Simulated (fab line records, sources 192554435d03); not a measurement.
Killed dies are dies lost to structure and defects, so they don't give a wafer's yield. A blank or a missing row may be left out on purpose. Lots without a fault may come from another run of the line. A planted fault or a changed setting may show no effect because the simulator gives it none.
A struck lot beside a sound one | flow n5_finfet | 14 steps out of a route of 1938
Sound: wafers L863.1, L863.2, L863.4. Struck: wafers L856.1, L856.4, L856.5. The cause comes at the end.
At each step with rows: each side's tool, then ch and its chambers, then its first start. Under that, the readings that differ: sound wafers | struck wafers | difference of the means | sigmas: that difference in standard deviations of wafers without a fault.
alike: readings whose means differ by less than 2 such deviations, and words and numbers that are the same on both sides. not compared: withheld readings, readings that some wafer has no value for, bounds like >300 that may hide the same value, and numbers for which the record gives no deviation and whose values overlap.
The two part at a step that has a row with sigmas, a row that says differs or no value, or rows on one side only. Numbers that don't overlap but have no deviation are shown without sigmas and don't part them. A reading that every wafer of one side lacks parts them only if that side has two wafers or more.

N5_MOL_CONTACT_COAG_PRE_CLEAN_141: time 60 s.
  sound on pvd_sputter-02, day 9 13:19; struck on pvd_sputter-03, day 7 19:53
  alike: heater_power_w
N5_MOL_CONTACT_COAG_SPUTTER_143: material Co, target thk 2.5 nm.
  sound on pvd_sputter-02, day 9 13:23; struck on pvd_sputter-03, day 7 19:57
  alike: throttle_valve_pct
then, 1 step without rows for these wafers: N5_MOL_CONTACT_COAG_CO_FILL_22 (material Co, precursor CCTBA/H2, target thk 20 nm).
N5_MOL_CONTACT_COAG_ANNEAL_113: time 300 s.
  sound on rtp_anneal-02 ch 0, day 9 14:07; struck on rtp_anneal-01 ch 0, day 7 20:51
  reading             | sound          | struck         | difference | sigmas
  lamp_power_pct (%)  | 2.52 2.52 2.52 | 3.04 3.04 3.04 | +0.52      | +2
  lamp_zone_4_pct (%) | 2.52 2.52 2.52 | 3.04 3.03 3.04 | +0.52      | +2
  alike: wafer_temp_C_max
N5_MOL_CONTACT_COAG_PRE_CLEAN_142: time 60 s.
  sound on pvd_sputter-01, day 9 15:56; struck on pvd_sputter-02, day 7 21:56
  alike: heater_power_w
then, 5 steps without rows for these wafers: N5_MOL_CONTACT_COAG_SPUTTER_130 (material Co, target thk 47.5 nm); N5_MOL_CONTACT_COAG_PRECLEAN_125 (cleans in DIW, time 57.5 s); N5_MOL_CONTACT_COAG_SRD_126 (dry time 32 s); N5_MOL_CONTACT_COAG_CMP_23 (polishes, stops on SiO2, t overpolish 1.5 s, target thk 0 nm); N5_MOL_CONTACT_COAG_WET_ETCH_26 (target Co, target depth 13 nm).
N5_MOL_CONTACT_COAG_WET_ETCH_116: etches the open film in SC1-inhibited, target depth 4.6 nm, rinse time 30 s.
  sound on wet_bench-05 ch 0,2,5, day 9 16:40; struck on wet_bench-03 ch 0,2,6, day 7 22:40
  no value came back on the struck wafers for rinse_temp_c (C), rinse_time_s (s); on the sound wafers rinse_temp_c (C) reads 23.09 23.01 23.02
N5_MOL_CONTACT_COAG_ALD_27: deposits SiOC, target thk 17 nm, pulse time 1.5 s, time 2720 s.
  sound on ald_sin-03 ch 0,1,2, day 9 16:59; struck on ald_sin-02 ch 0,2,3, day 7 22:59
  alike: heater_power_w, precursor_pulse_height_rel
N5_BEOL_M4_RC_MEAS_101:
  the record has rows for the sound wafers here (prober-02 ch 0, day 12 19:11) and none for the struck ones
-- the record jumps here: 8 days lie between the struck wafers' starts before and after (it left off in module BEOL_M4 and takes up again in module PASSIVATION, whose first step shown is number 1936 of the route) --
N5_PASSIVATION_PROBE_49:
  the record has rows for the struck wafers here (prober-01, day 15 21:04) and none for the sound ones

WHERE THEY PART
First at N5_MOL_CONTACT_COAG_ANNEAL_113; last, within this record, at N5_PASSIVATION_PROBE_49.

WHY: what the simulator had put in
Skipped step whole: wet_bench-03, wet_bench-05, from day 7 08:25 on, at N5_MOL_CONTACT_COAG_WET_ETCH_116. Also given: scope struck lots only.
